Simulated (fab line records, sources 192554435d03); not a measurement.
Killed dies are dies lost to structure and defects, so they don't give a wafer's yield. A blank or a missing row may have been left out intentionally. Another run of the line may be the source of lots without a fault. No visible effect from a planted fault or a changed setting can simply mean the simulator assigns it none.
fab line records | flow n5Finfet
[record] lots = 8 wafers = 24 lastDay = 17
route steps=1938 shown BEOL_M0_SAQP@652 BEOL_M4@1111 PASSIVATION@1936
lots untouched by any fault: they come from a run of this same line in which no faults occurred
startH: hours from the record's first day to the start of the lot's first wafer shown | waitH: how many hours have passed since the lot's step before this one | " same as the row above | L1.1+2: a single row standing in for several wafers | - no value present, or no start provided | * or withheld: withheld | < > ~ a bound
route shown NAME@n: names a module that has steps shown in the file, with the first one's number in the route | usual: mean and standard deviation over wafers with no fault | same: alike in all rows | chamber/n: place in a boat | sites: readings site by site | _std_site: the values' standard deviation | _edge_site: outer sites' mean less inner sites' | radiusMm: for every site, how far away it sits from the centre of the wafer | mask NAME#n: copy n | behind: the last tool/chamber to shape the wafer | hold: why the lot went on hold/how many hours it stayed there/how the hold came to an end | device: which transistor (n, p or np) failed to switch | end of line: at the end of the route, the tests of the same wafers | a step without rows: its recipe alone | killed: count of dies lost to structure and defects at first sort (not the wafer's yield) | map: a wafer's dies, marking killed ones x, the rest . and places with no die _
set.NAME: the setting as run; set.NAME@STEP: as run at that earlier step | model.NAME: the simulator's own value behind a step, which no gauge read
steps of the route over a sample of lots; a table a step, a row a wafer
services: a tool's chamber out of use, with start hour (startH, from the record's first day; less than 0 if before it), hours out, and reason
[[steps]]
[step N5_BEOL_M0_SAQP_DESCUM_19]
[recipe] chemistry = O2 timeS = 7.9 sourcePowerW = 50 biasPowerW = 20 pressureMtorr = 20 rfFrequencyHz = 2.712e+07 tempC = 40 resist = CAR-ArF o2FlowSccm = 225
[usual] drypumpMotorCurrentA = 5.7/0.63 oesProductAu = 0.79/0.094 rfFwdPowerW = 49.35/0.3 rfVppV = 243.2/1.6 showerheadPlenumPTorr = 2.10/0.085 tempC = 40.01/0.1 throttleValvePct = 20.39/0.21
// columns lot.wafer tool chamber startH waitH drypumpMotorCurrentA oesProductAu rfFwdPowerW rfHoursCounterH rfVppV showerheadPlenumPTorr tempC throttleValvePct
L584.2 rieDiel-05 1 120.68 0.0 6.0 0.69 49.44 233 241.0 2.07 39.91 20.69
L584.4 " 3 " " 6.7 0.79 49.09 126 243.4 2.01 39.89 20.35
L584.6 " 1 " " 6.0 0.69 49.63 - 243.6 2.07 39.93 20.68
L588.1 rieDiel-01 1 144.46 0.0 5.8 0.94 49.63 19 246.7 2.23 39.78 20.21
L588.3 " 3 " " 4.9 0.68 49.24 240 244.9 2.14 39.96 20.34
L588.6 " 1 " " 5.8 0.94 49.64 - 245.6 2.23 39.96 20.19
L591.1 rieDiel-03 2 158.62 0.1 5.1 0.75 49.16 145 244.4 2.19 40.04 20.34
L591.2 " 1 " " 5.4 0.74 49.33 169 243.8 2.18 40.03 20.28
L591.4 " 0 " " 5.4 0.71 49.97 223 242.2 2.17 40.02 20.41
L593.2 rieDiel-01 2 175.92 0.1 6.3 0.74 49.58 181 245.7 2.16 40.02 20.68
L593.4 " 1 " " 5.8 0.92 49.64 - 245.0 2.23 40.14 20.21
L593.6 " 3 " " 4.9 0.66 49.23 - 244.4 2.14 40.03 20.37
L594.1 rieDiel-01 1 179.08 0.0 5.8 0.92 49.63 30 246.5 2.22 40.04 20.22
L594.2 " 0 " " 6.0 0.68 49.45 248 243.1 2.15 40.00 20.64
L594.4 " 0 " " 6.0 0.68 49.24 - 244.3 2.15 39.94 20.65
L603.1 rieDiel-03 3 237.84 0.3 5.2 0.75 49.35 140 240.3 1.92 40.16 20.22
L603.3 " 0 " " 5.4 0.69 49.59 244 243.5 2.16 39.99 20.43
L603.4 " 1 " " 5.4 0.73 49.47 190 244.5 2.17 39.98 20.33
L604.2 rieDiel-05 0 243.16 0.0 4.7 0.85 48.85 59 242.1 2.03 39.85 20.17
L604.3 " 2 " " 6.2 0.71 49.66 195 241.5 2.00 40.02 20.67
L604.6 " 0 " " 4.7 0.85 48.64 - 241.5 2.03 39.85 20.17
L605.1 rieDiel-01 0 247.86 0.1 6.0 0.98 49.84 8 243.3 2.15 40.01 20.33
L605.4 " 1 " " 5.8 0.89 49.60 - 246.2 2.22 40.03 20.24
L605.5 " 3 " " 4.9 0.93 49.23 - 242.2 2.13 39.99 20.01
[step N5_BEOL_M0_SAQP_ETCH_102]
[recipe] chemistry = CF4 target = SiO2 targetDepthA = 40 ionEnergyEv = 350 timeS = 4.4 pressureMtorr = 10 icpW = 800 biasW = 400 cf4FlowSccm = 80
[usual] drypumpMotorCurrentA = 5.8/0.57 heBacksideLeakSccm = 2.62/0.27 oesProductAu = 1.003/0.012 rfFwdPowerW = 791/3.6 throttleValvePct = 21.85/0.23
// columns lot.wafer tool chamber startH waitH drypumpMotorCurrentA heBacksideLeakSccm oesProductAu rfFwdPowerW rfHoursCounterH throttleValvePct
L584.2 rieSi-05 2 122.39 0.1 5.3 3.10 1.011 790 85 21.91
L584.4 " 1 " " 5.3 2.48 1.018 784 154 21.98
L584.6 " 1 " " 5.3 2.59 1.004 784 - 21.98
L588.1 rieSi-01 0 146.43 0.1 6.2 2.52 1.003 790 16 22.07
L588.3 " 3 " " 6.3 3.08 0.990 796 168 22.03
L588.6 " 0 " " 6.2 2.49 1.019 790 - 22.06
L591.1 rieSi-06 3 160.95 0.1 5.8 3.04 0.994 798 191 22.21
L591.2 " 0 " " 6.6 2.31 0.997 795 63 22.08
L591.4 " 1 " " 5.0 2.66 1.004 791 6 21.48
L593.2 rieSi-05 1 177.66 0.1 5.3 2.68 1.005 784 155 21.97
L593.4 " 2 " " 5.3 2.90 1.008 790 - 21.91
L593.6 " 1 " " 5.3 2.60 1.011 785 - 21.99
L594.1 rieSi-06 0 180.84 0.1 6.6 2.31 0.990 790 63 22.09
L594.2 " 2 " " 5.7 2.35 0.983 794 82 21.74
L594.4 " 2 " " 5.7 2.35 0.984 792 - 21.73
L603.1 rieSi-01 2 239.68 0.1 6.2 2.90 1.001 790 152 21.94
L603.3 " 1 " " 6.3 3.02 1.007 787 120 21.63
L603.4 " 0 " " 6.2 2.64 1.012 794 17 22.08
L604.2 rieSi-06 2 244.88 0.1 5.7 2.45 0.984 795 83 21.74
L604.3 " 3 " " 5.8 2.35 1.010 792 1 22.11
L604.6 " 0 " " 6.6 2.34 0.996 790 - 22.08
L605.1 rieSi-06 3 249.65 0.1 5.8 2.63 1.010 797 1 22.12
L605.4 " 2 " " 5.7 2.42 0.986 794 83 21.73
L605.5 " 1 " " 5.0 2.88 1.009 791 - 21.51
[step N5_BEOL_M0_SAQP_MANDREL_ETCH_103]
[recipe] chemistry = HBr/Cl2 target = a-Si targetDepthA = 450 btTimeS = 10 stopOn = SiCN maskMaterial = SiO2 overEtchFrac = 0.8 timeS = 27 pressureMtorr = 10 icpW = 800 biasW = 75 HBr_flow_sccm = 150 Cl2_flow_sccm = 80 ends = endPoint
[usual] drypumpMotorCurrentA = 5.8/0.57 heBacksideLeakSccm = 2.6/0.34 oesProductAu = 0.687/0.0079 rfFwdPowerW = 795.5/2.7 throttleValvePct = 35.50/0.3
[same] overEtchFrac = 0.8
// columns lot.wafer tool chamber startH waitH drypumpMotorCurrentA heBacksideLeakSccm oesProductAu rfFwdPowerW rfHoursCounterH throttleValvePct
L584.2 rieSi-05 2 122.42 0.0 5.3 2.7 0.682 799.2 85 35.62
L584.4 " 1 " " 5.3 2.7 0.695 792.2 154 35.65
L584.6 " 1 " " 5.3 2.5 0.682 795.7 - 35.66
L588.1 rieSi-01 0 146.46 0.0 6.2 2.5 0.701 793.2 16 35.83
L588.3 " 3 " " 6.3 3.1 0.681 797.4 168 35.65
L588.6 " 0 " " 6.2 2.4 0.690 796.8 - 35.83
L591.1 rieSi-06 3 160.98 0.0 5.8 2.6 0.685 792.9 191 35.85
L591.2 " 0 " " 6.7 2.4 0.684 795.2 63 35.77
L591.4 " 1 " " 5.0 2.8 0.694 797.2 6 34.97
L593.2 rieSi-05 1 177.70 0.0 5.3 2.6 0.684 794.3 155 35.66
L593.4 " 2 " " 5.3 3.1 0.698 795.0 - 35.61
L593.6 " 1 " " 5.3 2.7 0.689 793.9 - 35.66
L594.1 rieSi-06 0 180.89 0.0 6.6 2.3 0.688 795.5 63 35.78
L594.2 " 2 " " 5.7 2.3 0.675 797.1 82 35.45
L594.4 " 2 " " 5.7 2.4 0.685 797.2 - 35.43
L603.1 rieSi-01 2 239.71 0.0 6.2 3.1 0.693 797.2 152 35.47
L603.3 " 1 " " 6.4 2.8 0.684 797.0 120 35.39
L603.4 " 0 " " 6.2 2.5 0.689 794.3 17 35.84
L604.2 rieSi-06 2 244.91 0.0 5.7 2.4 0.687 795.4 83 35.43
L604.3 " 3 " " 5.8 2.5 0.702 795.0 1 35.82
L604.6 " 0 " " 6.6 2.4 0.706 795.4 - 35.77
L605.1 rieSi-06 3 249.69 0.0 5.8 2.4 0.689 794.8 1 35.82
L605.4 " 2 " " 5.6 2.4 0.676 795.6 83 35.45
L605.5 " 1 " " 5.0 2.7 0.690 792.3 - 34.99
[step N5_BEOL_M0_SAQP_SPACER2_ETCHBACK_27]
[recipe] chemistry = CHF3/O2 mode = anisotropicEtchback target = SiO2 targetDepthA = 225 timeS = 11.25 pressureMtorr = 30 sourceW = 650 biasW = 170 Ar_flow_sccm = 200 CHF3_flow_sccm = 50 O2_flow_sccm = 5 ionEnergyEv = 200
[usual] CHF3_flow_sccm = 49.99/0.15 O2_flow_sccm = 5.000/0.015 drypumpMotorCurrentA = 5.6/0.57 mfcArSccm = 199.9/0.59 oesProductAu = 0.77/0.091 rfFwdPowerW = 645.6/2.4 rfVppV = 523/4.2 showerheadPlenumPTorr = 2.44/0.097 throttleValvePct = 18.87/0.18
// columns lot.wafer tool chamber startH waitH CHF3_flow_sccm O2_flow_sccm drypumpMotorCurrentA mfcArSccm oesProductAu rfFwdPowerW rfHoursCounterH rfVppV showerheadPlenumPTorr throttleValvePct
L584.2 rieDiel-01 2 123.81 0.3 50.11 5.006 6.3 201.0 0.75 647.5 163 520 2.50 19.20
L584.4 " 0 " " 50.04 5.039 6.0 200.6 0.70 645.7 232 525 2.47 19.07
L584.6 " 3 " " 50.09 4.975 4.9 200.6 0.69 647.1 - 521 2.49 18.91
L588.1 rieDiel-01 1 148.07 0.5 50.04 5.016 5.8 199.5 0.94 649.4 20 526 2.56 18.67
L588.3 " 0 " " 50.17 5.017 6.0 201.2 0.69 649.2 241 526 2.47 19.08
L588.6 " 2 " " 50.06 4.981 6.4 199.6 0.75 648.8 - 522 2.50 19.22
L591.1 rieDiel-05 3 162.48 0.4 50.00 4.977 6.7 200.2 0.78 647.4 140 514 2.33 18.95
L591.2 " 2 " " 49.95 5.020 6.2 199.3 0.72 648.0 168 519 2.31 19.01
L591.4 " 0 " " 50.00 5.028 4.7 199.6 0.89 642.9 33 520 2.36 18.71
L593.2 rieDiel-01 0 179.33 0.3 - - - - - - - - - -
L593.4 " 1 " " - - - - - - - - - -
L593.6 " 2 " " - - - - - - - - - -
L594.1 rieDiel-01 1 182.30 0.3 - - - - - - - - - -
L594.2 " 0 " " - - - - - - - - - -
L594.4 " 1 " " - - - - - - - - - -
L603.1 rieDiel-03 3 241.12 0.3 49.89 4.988 5.2 200.8 0.75 646.2 142 521 2.23 18.73
L603.3 " 2 " " 50.09 4.994 5.2 199.5 0.73 640.8 169 521 2.49 18.81
L603.4 " 0 " " 49.75 5.002 5.4 199.8 0.69 648.1 245 527 2.47 18.84
L604.2 rieDiel-03 1 246.41 0.4 50.18 5.004 5.4 200.2 0.73 649.2 194 528 2.49 18.80
L604.3 " 2 " " 49.74 5.019 5.1 199.1 0.74 644.3 171 521 2.49 18.82
L604.6 " 2 " " 49.95 5.021 5.2 200.2 0.74 644.9 - 521 2.49 18.81
L605.1 rieDiel-03 0 251.49 0.5 49.91 5.000 5.4 200.4 0.69 648.8 249 527 2.46 18.84
L605.4 " 2 " " 50.17 4.998 5.1 200.6 0.73 642.5 172 520 2.49 18.81
L605.5 " 0 " " 49.95 5.018 5.4 201.2 0.69 647.9 - 527 2.46 18.85
[step N5_BEOL_M4_RC_MEAS_101]
[usual] DIBL_N = 36.3/1 DIBL_P = 36.2/1.4 IOFF_N = 0.157/0.021 IOFF_P = 0.206/0.025 ION_N = 673/9 ION_P = 461/6.4 SS_N = 71.5/0.5 SS_P = 73.2/0.47 VT_N = 249.9/2.4 VT_P = -250.6/2.9
// columns lot.wafer tool chamber startH waitH DIBL_N[mV/V] DIBL_P[mV/V] IOFF_N[nA/um] IOFF_P[nA/um] ION_N[uA/um] ION_P[uA/um] SS_N[mV/dec] SS_P[mV/dec] VT_N[mV] VT_P[mV]
L584.2 prober-02 0 178.17 0.2 36.3 36.9 0.150 0.209 659 457 71.7 72.9 252.3 -251.1
L584.4 " 0 " " 35.5 36.1 0.134 0.194 657 452 71.6 73.6 255.2 -251.2
L584.6 " 0 " " 37.9 38.2 0.171 0.225 669 461 72.7 74.3 250.0 -252.0
L588.1 prober-01 0 201.54 0.0 37.5 35.9 0.151 0.199 668 464 71.5 73.9 250.2 -249.6
L588.3 " 0 " " 39.5 38.7 0.202 0.242 686 467 72.3 73.3 246.9 -247.3
L588.6 " 0 " " 38.3 37.6 0.181 0.226 686 469 71.5 73.5 250.7 -250.6
L591.1 prober-02 0 211.26 0.0 35.4 35.4 0.140 0.180 663 451 70.8 73.5 252.7 -250.7
L591.2 " 0 " " 36.5 36.8 0.175 0.203 685 465 72.0 73.5 246.5 -250.9
L591.4 " 0 " " 36.2 35.5 0.159 0.186 661 450 71.9 73.4 250.9 -254.0
L603.1 prober-01 0 289.16 0.0 35.8 34.6 0.141 0.206 679 470 71.0 73.2 250.3 -247.9
L603.3 " 0 " " 36.5 34.8 0.147 0.210 665 463 71.5 72.5 248.9 -246.2
L603.4 " 0 " " 35.6 34.3 0.142 0.208 681 472 71.0 72.6 250.8 -247.9
L604.2 prober-02 0 301.82 0.2 37.8 38.4 0.180 0.230 674 462 71.7 74.2 248.4 -251.4
L604.3 " 0 " " 35.6 35.6 0.145 0.187 664 457 72.1 72.9 251.5 -251.2
L604.6 " 0 " " 33.4 32.3 0.106 0.148 663 455 70.7 72.3 255.4 -255.0
L605.1 prober-02 0 306.57 0.0 36.6 39.0 0.183 0.210 688 469 71.7 73.4 246.7 -247.7
L605.4 " 0 " " 37.6 40.5 0.208 0.230 697 462 71.7 73.7 247.3 -248.8
L605.5 " 0 " " 36.7 38.5 0.187 0.207 686 462 72.0 73.4 246.2 -249.5
[step N5_PASSIVATION_PROBE_49]
[usual] defectLimitedYield = 91.1/1.3 killed_at_M0_to_M3 = 36/10 killed_at_M4_up = 14/4.4 killedAtContacts = 14/5.7 killedAtFrontEnd = 39/9.4 killedAtOther = 2.9/2.6 killedDies = 105/15 killedOnRim = 14/3.5 killedOpen = 70/12 killedShort = 34/7.1 sort_bin_5_function = 5.3/0.77 sort_bin_6_memory = 3.3/0.66 sortNPass = 1075/15 sortYieldPct = 91.1/1.3
[same] grossDies = 1180 killedAtBackSide = 0 sort_bin_4_leakage[%] = 0 sort_bin_8_speed[%] = 0
// columns lot.wafer tool chamber startH waitH defectLimitedYield[%] killed_at_M0_to_M3 killed_at_M4_up killedAtContacts killedAtFrontEnd killedAtOther killedDies killedOnRim killedOpen killedShort sort_bin_5_function[%] sort_bin_6_memory[%] sortNPass sortYieldPct[%]
L593.2 prober-02 - 323.93 0.1 0 1134 9 15 21 1 1180 152 47 13 98.1 1.9 0 0
L593.4 prober-02 - 324.03 0.2 0 1121 14 7 26 12 1180 152 54 31 96.9 2.8 0 0
L593.6 prober-02 - 324.13 0.3 0 1125 10 17 23 5 1180 152 44 29 97.6 2.0 0 0
L594.1 prober-01 - 336.23 0.0 0 1115 14 24 27 0 1180 152 84 16 97.1 2.7 0 0
L594.2 prober-01 - 336.28 0.1 0 1100 21 16 42 1 1180 152 70 41 96.6 3.1 0 0
L594.4 prober-01 - 336.38 0.2 0 1120 8 15 36 1 1180 152 61 30 96.7 3.0 0 0
// killed by level:class
L593.2 BEOL_M0_SAQP:areaEtchback=1117 MOL_CONTACT_COAG:geometricParticle:open=12 BEOL_M3:geometricParticle:open=6 STI_FIN_REVEAL:geometricParticle:open=5 BEOL_M1:geometricParticle:open=5 DUMMY_GATE:geometricParticle:open=4 MOL_CONTACT_COAG:geometricParticle:short=3 BEOL_M1:geometricParticle:short=3
L593.4 BEOL_M0_SAQP:areaEtchback=1094 BEOL_M0_SAQP:geometricParticle:open=8 MOL_CONTACT_COAG:geometricParticle:open=7 FIN_SAQP:geometricParticle:open=4 DUMMY_GATE:geometricParticle:open=4 BEOL_M4:geometricParticle:short=4 BEOL_M0_SAQP:geometricParticle:short=4 BEOL_M1:geometricParticle:open=4
L593.6 BEOL_M0_SAQP:areaEtchback=1107 MOL_CONTACT_COAG:geometricParticle:open=12 BEOL_M3:geometricParticle:open=7 MOL_CONTACT_COAG:geometricParticle:short=5 FIN_SAQP:geometricParticle:short=4 ILD0:geometricParticle:short=4 BEOL_M0_SAQP:geometricParticle:short=4 BEOL_M5:geometricParticle:open=4
L594.1 BEOL_M0_SAQP:areaEtchback=1080 MOL_CONTACT_COAG:geometricParticle:open=19 BEOL_M2:geometricParticle:open=10 FIN_SAQP:geometricParticle:open=8 BEOL_M3:geometricParticle:open=8 BEOL_M1:geometricParticle:open=7 STI_FIN_REVEAL:geometricParticle:open=6 MOL_CONTACT_COAG:geometricParticle:short=5
L594.2 BEOL_M0_SAQP:areaEtchback=1069 FIN_SAQP:geometricParticle:short=14 MOL_CONTACT_COAG:geometricParticle:open=12 BEOL_M2:geometricParticle:open=11 FIN_SAQP:geometricParticle:open=9 BEOL_M4:geometricParticle:open=8 BEOL_M3:geometricParticle:open=7 BEOL_M0_SAQP:geometricParticle:short=5
L594.4 BEOL_M0_SAQP:areaEtchback=1089 BEOL_M3:geometricParticle:open=11 FIN_SAQP:geometricParticle:open=8 MOL_CONTACT_COAG:geometricParticle:open=8 MOL_CONTACT_COAG:geometricParticle:short=7 GATE_CUT:geometricParticle:short=5 BEOL_M2:geometricParticle:open=5 BEOL_M0_SAQP:geometricParticle:open=5
[[services]]
// columns tool chamber startH hours kind
rieSi-06 3 101.62 9.4 repair
rieDiel-05 2 110.34 6.6 repair
rieDiel-05 - 125.78 2.8 pm
rieDiel-01 3 132.83 3.4 repair
rieDiel-03 - 137.82 2.8 pm
rieSi-05 3 158.32 2.6 repair
rieDiel-01 0 171.33 5.5 repair
rieSi-06 3 176.42 - clean
rieSi-06 3 176.42 19.2 scheduledDown
rieSi-06 3 176.42 19.2 ventCycle
rieSi-06 1 176.91 5.9 repair
rieDiel-01 3 177.07 - clean
rieDiel-01 3 177.07 - consumableReplace:focusRing
rieDiel-01 3 177.07 20.5 scheduledDown
rieDiel-01 3 177.07 20.5 ventCycle
rieSi-06 1 190.62 6.1 repair
rieDiel-01 0 197.61 - clean
rieDiel-01 0 197.61 - consumableReplace:focusRing
rieDiel-01 0 197.61 26.5 scheduledDown
rieDiel-01 0 197.61 26.5 ventCycle
rieDiel-01 - 202.49 2.8 pm
rieSi-05 - 238.17 0.2 repair
rieDiel-01 2 247.19 13.3 repair
rieSi-05 - 250.09 2.8 pm
[[key]]
[firstSign] step = N5_BEOL_M0_SAQP_SPACER2_ETCHBACK_27 reading = toolRecord direction = missing
[effect] step = N5_PASSIVATION_PROBE_49 reading = sort_bin_5_function direction = up sigmas = 99+ usual = 5.3 struck = 97.2
[moreKillsBornAt] N5_BEOL_M0_SAQP_SPACER2_ETCHBACK_27@rieDiel-01 = 6546
metAt N5_BEOL_M0_SAQP_SPACER2_ETCHBACK_27
struckLots L593,L594
laterRowsLeftOut L593.2,L593.4,L593.6,L594.1,L594.2,L594.4
notActingAt N5_BEOL_M0_SAQP_DESCUM_19,N5_BEOL_M0_SAQP_ETCH_102,N5_BEOL_M0_SAQP_MANDREL_ETCH_103
onsetBetween 148.07 179.33
[fault] kind = skippedStepWhole tool = rieDiel-01 chamber = - onsetH = 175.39 steps = N5_BEOL_M0_SAQP_SPACER2_ETCHBACK_27 scope = struckLotsOnly
// laterRowsLeftOut: the simulator's readings of these wafers behind a module that went badly wrong aren't trusted and aren't shown, but for the sort
